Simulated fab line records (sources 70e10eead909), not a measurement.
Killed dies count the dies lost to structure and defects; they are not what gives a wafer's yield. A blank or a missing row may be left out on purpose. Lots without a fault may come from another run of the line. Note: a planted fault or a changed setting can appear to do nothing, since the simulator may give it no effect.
fab line records	flow nand_harc
record: lots: 6	wafers: 18	last_day: 33
route steps=1302 shown A_CHANNEL_HOLE_D1@483 A_CHANNEL_FILL_D1@490 END@1302
lots with no fault: from the same line, run without faults
start_h: hours from the record's opening day to when the first of the lot's shown wafers began	wait_h: hours since the lot's step before	" repeats the value in the row above	L1.1+2: several wafers, shown together as one row	- no value, or no start given	* or withheld: withheld	< > ~ a bound
route shown NAME@n: NAME is a module with steps in the file, n the number in the route of the first one	usual: mean/standard deviation taken from wafers without a fault	same: alike in all rows	chamber/n: place in a boat	sites: per-site readings	_std_site: their standard deviation	_edge_site: the outer-site mean with the inner-site mean subtracted	radius_mm: how far each site lies from the wafer's centre	mask NAME#n: copy n	behind: the tool/chamber that last shaped the wafer	hold: what put the lot on hold/how long, in hours/how the hold closed	device: which transistor (n, p or np) failed to switch	end of line: at the end of the route, the tests of the same wafers	a step with no rows: only its recipe	killed: count of dies lost to structure and defects at first sort (not the wafer's yield)	map: a wafer's dies, x killed, . not, _ none there
set.NAME: the run value of the setting; set.NAME@STEP: its run value at that earlier step	model.NAME: the simulator's own value behind a step, which no gauge read
lots at selected steps of the route; one table per step, one row per wafer
services: from which hour (start_h, from the record's first day; less than 0 if before it) a tool's chamber was out of use, for how many hours, and why
== steps ==
step: NHARC_A_CHANNEL_HOLE_D1_ETCH_44
recipe: target_depth_a: 1400	overetch_a: 140	time_s: 77	ion_energy_ev: 100	cf4_flow_sccm: 80	o2_flow_sccm: 20	ar_flow_sccm: 0	rf_w: 300	bias_w: 100	chemistry: CF4/O2
usual: drypump_motor_current_A: 5.9/0.49	oes_f_703_au: 1.000/0.0042	oes_product_au: 1.004/0.015	rf_vpp_V: 198.1/1	showerhead_plenum_p_Torr: 1.348/0.028	throttle_valve_pct: 13.396/0.0078
lot.wafer	tool	chamber	start_h	wait_h	drypump_motor_current_A	oes_f_703_au	oes_product_au	rf_hours_counter_h	rf_vpp_V	showerhead_plenum_p_Torr	throttle_valve_pct
L483.4	rie_diel-07	3	205.05	0.1	5.9	0.997	0.981	7	198.7	1.356	13.381
L483.2	"	0	"	"	5.5	0.999	1.006	7	199.2	1.377	13.406
L483.3	"	1	"	"	5.4	1.002	0.989	6	199.4	1.354	13.395
L490.4	rie_diel-07	2	285.31	0.1	6.6	0.998	0.989	14	197.6	1.348	13.379
L490.3	"	0	"	"	5.5	1.005	1.011	14	198.5	1.375	13.389
L490.5	"	3	"	"	5.9	1.004	0.978	-	198.7	1.354	13.403
L491.1	rie_diel-12	2	293.60	0.1	5.9	1.001	1.033	3	197.1	1.319	13.398
L491.6	"	2	"	"	5.8	0.998	1.026	-	197.5	1.319	13.409
L491.5	"	3	"	"	5.4	1.004	1.015	-	197.6	1.323	13.395
L496.4	rie_diel-07	3	346.06	0.1	5.9	0.998	0.981	4	198.2	1.353	13.400
L496.6	"	1	"	"	5.4	1.000	1.015	-	197.8	1.352	13.391
L496.5	"	2	"	"	6.6	0.995	1.001	-	198.2	1.347	13.397
L499.3	rie_diel-07	2	363.06	0.1	6.6	1.003	1.015	4	198.9	1.347	13.378
L499.5	"	1	"	"	5.4	0.995	1.020	-	196.5	1.351	13.405
L499.6	"	2	"	"	6.6	0.998	0.998	-	197.9	1.347	13.407
L503.4	rie_diel-07	1	410.84	0.1	5.4	1.000	1.019	8	197.3	1.351	13.396
L503.6	"	0	"	"	5.5	0.992	1.031	-	199.2	1.373	13.404
L503.5	"	1	"	"	5.4	1.007	1.029	-	197.0	1.350	13.401
step: NHARC_A_CHANNEL_HOLE_D1_STRIP_27
recipe: o2_flow_sccm: 500	ar_flow_sccm: 0	bias_w: 0	chemistry: O2
usual: drypump_motor_current_A: 5.9/0.48	oes_product_au: 1.003/0.015	rf_vpp_V: 57.8/0.84	showerhead_plenum_p_Torr: 3.56/0.07	throttle_valve_pct: 17.035/0.0083
lot.wafer	tool	chamber	start_h	wait_h	drypump_motor_current_A	oes_product_au	rf_hours_counter_h	rf_vpp_V	showerhead_plenum_p_Torr	throttle_valve_pct
L483.2	rie_diel-07	0	-	-	5.6	1.008	7	56.7	3.63	17.027
L483.3	"	2	"	"	6.6	0.993	7	57.8	3.57	17.041
L483.4	"	3	"	"	5.9	0.979	7	58.8	3.58	17.050
L490.3	rie_diel-07	2	-	-	6.6	1.000	14	57.1	3.56	17.038
L490.4	"	3	"	"	5.9	0.977	14	57.9	3.58	17.026
L490.5	"	3	"	"	5.9	0.985	-	58.7	3.58	17.031
L491.1	rie_diel-12	3	-	-	5.3	0.996	3	57.7	3.50	17.019
L491.6	"	3	"	"	5.4	0.999	-	58.4	3.50	17.022
L491.5	"	0	"	"	6.7	0.981	-	56.8	3.34	17.042
L496.4	rie_diel-07	1	-	-	5.4	1.027	4	57.3	3.57	17.031
L496.5	"	0	"	"	5.5	1.016	-	58.1	3.63	17.031
L496.6	"	1	"	"	5.4	1.015	-	58.2	3.57	17.027
L499.3	rie_diel-07	2	-	-	6.6	1.008	4	59.2	3.56	17.048
L499.6	"	2	"	"	6.6	0.994	-	57.3	3.56	17.027
L499.5	"	3	"	"	5.9	0.993	-	57.0	3.57	17.033
L503.4	rie_diel-07	1	-	-	5.4	1.007	9	57.4	3.57	17.036
L503.6	"	1	"	"	5.4	1.012	-	58.2	3.57	17.041
L503.5	"	2	"	"	6.6	1.002	-	57.2	3.56	17.048
step: NHARC_A_CHANNEL_HOLE_D1_PRECLEAN_28
recipe: time_s: *	temp_c: 50	bath_age_min: 0	chemistry: SC1
step: NHARC_A_CHANNEL_HOLE_D1_SRD_29
step: NHARC_A_CHANNEL_HOLE_D1_CD_MEAS_30
usual: cd_nm: 90.0/1.7
lot.wafer	tool	chamber	start_h	wait_h	cd_nm
L483.2	cd_sem-01	-	205.84	-	89.2
L483.3	"	-	"	"	92.1
L483.4	"	-	"	"	91.3
L490.3	cd_sem-03	-	286.11	-	90.0
L490.4	"	-	"	"	89.4
L490.5	"	-	"	"	89.2
L491.1	cd_sem-01	-	294.40	-	89.6
L491.5	"	-	"	"	91.1
L491.6	"	-	"	"	90.6
L496.4	cd_sem-03	-	346.85	-	91.9
L496.5	"	-	"	"	88.8
L496.6	"	-	"	"	93.4
L499.3	cd_sem-01	-	363.85	-	89.6
L499.5	"	-	"	"	90.4
L499.6	"	-	"	"	89.5
L503.4	cd_sem-02	-	411.64	-	90.3
L503.5	"	-	"	"	90.2
L503.6	"	-	"	"	89.5
step: NHARC_A_CHANNEL_HOLE_D1_XSEM_31
recipe: landing_energy_ev: 35000
usual: bot_cd_nm: 74.6/1.9	bow_nm: 8.59/0.28	tilt_deg: 0.06/0.045
lot.wafer	tool	chamber	start_h	wait_h	bot_cd_nm	bow_nm	tilt_deg
L483.2	xsem-02	0	205.93	0.1	74.7	8.56	0.17
L483.3	"	0	"	"	78.5	8.57	0.17
L483.4	"	0	"	"	77.1	8.52	0.18
L490.3	xsem-01	0	286.20	0.1	75.5	8.61	0.03
L490.4	"	0	"	"	74.2	8.60	0.03
L490.5	"	0	"	"	74.0	8.54	0.03
L491.1	xsem-02	0	294.49	0.1	74.4	8.80	0.07
L491.5	"	0	"	"	75.5	8.87	0.08
L491.6	"	0	"	"	75.0	8.78	0.08
L496.4	xsem-01	0	346.94	0.1	75.8	9.12	0.04
L496.5	"	0	"	"	73.1	9.12	0.04
L496.6	"	0	"	"	78.2	9.16	0.04
L499.3	xsem-02	0	363.94	0.1	74.2	8.39	0.03
L499.5	"	0	"	"	74.5	8.44	0.03
L499.6	"	0	"	"	73.7	8.46	0.03
L503.4	xsem-02	0	411.73	0.1	74.9	8.78	0.02
L503.5	"	0	"	"	74.2	8.78	0.02
L503.6	"	0	"	"	73.9	8.85	0.02
step: NHARC_A_CHANNEL_HOLE_D1_INSPECT_40
usual: raw_defect_count: 71/27
lot.wafer	tool	chamber	start_h	wait_h	raw_defect_count
L483.2	defect_inspect-02	-	206.02	-	63
L483.3	"	-	"	"	52
L483.4	"	-	"	"	29
L490.3	defect_inspect-02	-	286.29	-	86
L490.4	"	-	"	"	111
L490.5	"	-	"	"	111
L491.1	defect_inspect-01	-	294.59	-	121
L491.5	"	-	"	"	83
L491.6	"	-	"	"	93
L496.4	defect_inspect-02	-	347.03	-	58
L496.5	"	-	"	"	50
L496.6	"	-	"	"	48
L499.3	defect_inspect-01	-	364.04	-	48
L499.5	"	-	"	"	49
L499.6	"	-	"	"	64
L503.4	defect_inspect-01	-	411.82	-	51
L503.5	"	-	"	"	52
L503.6	"	-	"	"	56
step: NHARC_A_CHANNEL_FILL_D1_PRECLEAN_00
recipe: time_s: *	temp_c: 50	bath_age_min: 0	chemistry: SC1
step: NHARC_A_CHANNEL_FILL_D1_SRD_01
step: NHARC_A_CHANNEL_FILL_D1_ALD_02
recipe: target_thk_a: 60	pulse_time_s: 10	ald_cycles: 60	temp_c: 300	material: SiO2
usual: ald_cycles: 60/0	heater_power_w: 493/45	precursor_pulse_height_rel: 1.000/0.02
lot.wafer	tool	chamber	start_h	wait_h	ald_cycles	heater_power_w	precursor_pulse_height_rel
L483.2	ald_hk-03	2	206.22	-	60	489	1.010
L483.4	"	3	"	"	60	486	0.998
L483.3	"	0	"	"	60	486	1.007
L490.3	ald_hk-04	3	286.56	-	60	468	0.996
L490.4	"	1	"	"	60	473	1.008
L490.5	"	2	"	"	60	452	0.993
L491.1	ald_hk-02	1	295.00	-	60	535	1.001
L491.5	"	2	"	"	60	449	0.984
L491.6	"	3	"	"	60	510	0.992
L496.4	ald_hk-03	1	347.36	-	60	436	0.989
L496.5	"	3	"	"	60	500	0.991
L496.6	"	0	"	"	60	478	1.031
L499.3	ald_hk-04	2	364.23	-	60	457	1.002
L499.5	"	2	"	"	60	451	1.032
L499.6	"	3	"	"	60	470	0.974
L503.4	ald_hk-04	0	412.81	-	60	598	1.006
L503.5	"	3	"	"	60	463	1.033
L503.6	"	0	"	"	60	588	0.996
step: NHARC_A_CHANNEL_FILL_D1_ALD_03
recipe: target_thk_a: 60	pulse_time_s: 60	ald_cycles: 58	temp_c: 630	pressure_torr: 2	material: SiNx
step: NHARC_A_CHANNEL_FILL_D1_ALD_14
recipe: target_thk_a: 25	pulse_time_s: 10	ald_cycles: 25	temp_c: 300	material: SiO2
step: NHARC_A_CHANNEL_FILL_D1_ALD_15
recipe: target_thk_a: 20	pulse_time_s: 60	ald_cycles: 19	temp_c: 630	pressure_torr: 2	material: SiNx
usual: ald_cycles: 19/0	precursor_pulse_height_rel: 1.001/0.019
lot.wafer	tool	chamber	start_h	wait_h	ald_cycles	precursor_pulse_height_rel
L483.2	ald_sin_batch-01	0	219.35	-	19	0.991
L483.3	"	0	"	"	19	0.998
L483.4	"	0	"	"	19	1.026
L490.3	ald_sin_batch-01	0	296.59	-	17	1.010
L490.4	"	0	"	"	17	1.003
L490.5	"	0	"	"	17	0.976
L491.1	ald_sin_batch-01	0	304.95	-	17	1.015
L491.5	"	0	"	"	17	1.004
L491.6	"	0	"	"	17	1.020
L496.4	ald_sin_batch-02	0	358.06	-	19	0.989
L496.5	"	0	"	"	19	1.020
L496.6	"	0	"	"	19	0.999
L499.3	ald_sin_batch-02	0	373.93	-	19	0.966
L499.5	"	0	"	"	19	1.027
L499.6	"	0	"	"	19	1.003
L503.4	ald_sin_batch-03	0	422.88	-	19	0.998
L503.5	"	0	"	"	19	1.020
L503.6	"	0	"	"	19	0.991
step: NHARC_A_CHANNEL_FILL_D1_ALD_16
recipe: target_thk_a: 15	pulse_time_s: 10	ald_cycles: 15	temp_c: 300	material: SiO2
usual: ald_cycles: 15/0	heater_power_w: 497/46	precursor_pulse_height_rel: 0.996/0.019
lot.wafer	tool	chamber	start_h	wait_h	ald_cycles	heater_power_w	precursor_pulse_height_rel
L483.4	ald_hk-02	2	221.40	0.0	15	456	1.015
L483.3	"	3	"	"	15	503	0.991
L483.2	"	1	"	"	15	510	1.018
L490.3	ald_hk-04	2	298.66	0.0	15	460	0.998
L490.4	"	0	"	"	15	597	0.986
L490.5	"	3	"	"	15	463	0.998
L491.1	ald_hk-04	1	307.06	0.1	15	477	1.006
L491.5	"	3	"	"	15	454	1.000
L491.6	"	0	"	"	15	570	1.001
L496.4	ald_hk-04	2	360.25	0.2	15	449	0.986
L496.5	"	3	"	"	15	465	0.994
L496.6	"	0	"	"	15	588	1.009
L499.3	ald_hk-04	2	376.00	0.1	15	449	0.984
L499.5	"	2	"	"	15	449	1.015
L499.6	"	3	"	"	15	448	0.989
L503.4	ald_hk-02	2	425.09	0.2	15	463	0.998
L503.6	"	3	"	"	15	522	0.974
L503.5	"	0	"	"	15	544	0.982
step: NHARC_END_SORT_01
recipe: temp_c: 25
usual: killed_at_array: 59/21	killed_at_other: 1.0/1.1	killed_at_periphery: 4.0/2.6	killed_dies: 64/21	killed_open: 3.2/1.7	killed_short: 2.5/1.5
same: gross_dies: 677
lot.wafer	tool	chamber	start_h	wait_h	killed_at_array	killed_at_other	killed_at_periphery	killed_dies	killed_open	killed_short
L499.5	prober-01	0	755.36	3.6	48	1	1	50	4	1
killed by level:class
L499.5 A_CHANNEL_HOLE_D2:chamber_film_flake=20 A_CHANNEL_HOLE_D1:chamber_film_flake=10 A_SLIT:chamber_film_flake=7 A_STAIRCASE:chamber_film_flake=4 A_CONTACT:chamber_film_flake=2 A_SOURCE_PLATE:geometric_particle:open=1 A_CHANNEL_FILL_D1:geometric_particle:open=1 A_BLC:geometric_particle:open=1
== services ==
tool	chamber	start_h	hours	kind
rie_diel-07	0	199.79	-	clean
rie_diel-07	1	199.79	-	clean
rie_diel-07	2	199.79	-	clean
rie_diel-07	3	199.79	-	clean
ald_hk-03	-	212.19	10.0	pm
rie_diel-07	0	224.29	-	clean
rie_diel-07	1	224.29	-	clean
rie_diel-07	2	224.29	-	clean
rie_diel-07	3	224.29	-	clean
ald_sin_batch-01	-	230.40	4.7	repair
rie_diel-07	3	242.33	4.4	repair
ald_hk-03	-	242.64	1.6	repair
ald_hk-04	-	257.02	10.0	pm
ald_sin_batch-02	-	267.96	26.0	pm
rie_diel-12	-	272.16	9.0	pm
rie_diel-07	-	294.26	9.0	pm
ald_hk-02	-	307.15	0.7	repair
rie_diel-07	2	333.61	8.0	repair
rie_diel-07	-	342.37	0.6	repair
rie_diel-12	0	343.12	11.2	repair
rie_diel-07	-	361.37	0.7	repair
xsem-01	-	374.00	14.0	pm
ald_hk-03	-	390.19	10.0	pm
rie_diel-12	3	397.22	12.4	repair
== key ==
first_sign: step: NHARC_A_CHANNEL_FILL_D1_ALD_15	reading: ald_cycles	direction: down	sigmas: 99+	usual: 19	struck: 17
effect none on later readings
met_at NHARC_A_CHANNEL_FILL_D1_ALD_15
struck_wafers L490.3,L490.4,L490.5,L491.1,L491.5,L491.6
tester_left_out L490,L491
onset_between 219.35 296.59
fault: kind: process_parameter_drift	tool: ald_sin_batch-01	chamber: -	onset_h: 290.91	steps: NHARC_A_CHANNEL_FILL_D1_ALD_15	channel: ald_cycles	offset: -2	shape: step	end_h: 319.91	acts_in: these_recipes_only	stated: 19
tester_left_out: of these lots the tester's yield and bins aren't shown, on N5 and GAA mostly nor the transistor test; their killed dies are dies lost to structure and defects alone, not to doping, threshold or leakage, so they don't give the yield
